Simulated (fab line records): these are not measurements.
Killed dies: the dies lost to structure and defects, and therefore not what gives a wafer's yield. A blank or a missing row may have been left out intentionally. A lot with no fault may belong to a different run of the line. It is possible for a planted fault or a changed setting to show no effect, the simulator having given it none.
Matching of chambers	flow nandHarc	NHARC_A_WL_FILL_CMP_12 on cmp-03 has 4 sister chambers
The step polishes, t overpolish 30 s, target thk 100 nm. 8 wafers are shown with their chamber, then 7 later ones without.

== WAFERS WITH THEIR CHAMBER ==
wafer	chamber	motorCurrentA (A)	timeToEndpointS (s)
L792.2	1	11.7	16.0
L792.4	2	10.5	17.5
L794.5	2	11.0	17.5
L797.5	0	12.2	23.4
L800.2	1	11.4	19.1
L800.5	0	12.1	20.4
L803.2	3	12.0	20.6
L803.5	3	12.0	17.7

== WAFERS MISSING THEIR CHAMBER ==
wafer	motorCurrentA (A)	timeToEndpointS (s)
L803.6	12.2	18.7
L808.2	11.1	22.0
L808.3	11.9	21.9
L808.4	11.8	19.7
L814.1	11.2	19.4
L814.2	12.4	20.2
L814.5	11.2	17.7

== WHICH CHAMBER EACH ONE RAN IN ==
wafer	from the rows above	in truth
L803.6	can't be placed: 3 or 0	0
L808.2	can't be placed: 2 or 1 or 3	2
L808.3	can't be placed: 0 or 3 or 1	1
L808.4	can't be placed: 3 or 1 or 0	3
L814.1	can't be placed: 1 or 2 or 3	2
L814.2	can't be placed: 0 or 3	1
L814.5	can't be placed: 1 or 2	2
Correctly placed: 0 of 7. Unplaceable from these rows: 7, with the true chamber sitting among the candidates in 6. Number placed wrongly: 0.
How it was worked out, from the rows above alone: a wafer's distance from a chamber is the root of the sum, over the readings, of the square of ((its reading less the chamber's mean) divided by the reading's scatter). If the next closest chamber is less than 2 further off than the closest, the wafer can't be placed; otherwise it belongs to the closest. Each chamber's mean is taken over the wafers shown for it. The scatter: the root of (the sum of the squares of (reading less its chamber's mean) over the shown wafers, divided by (wafers less chambers)).
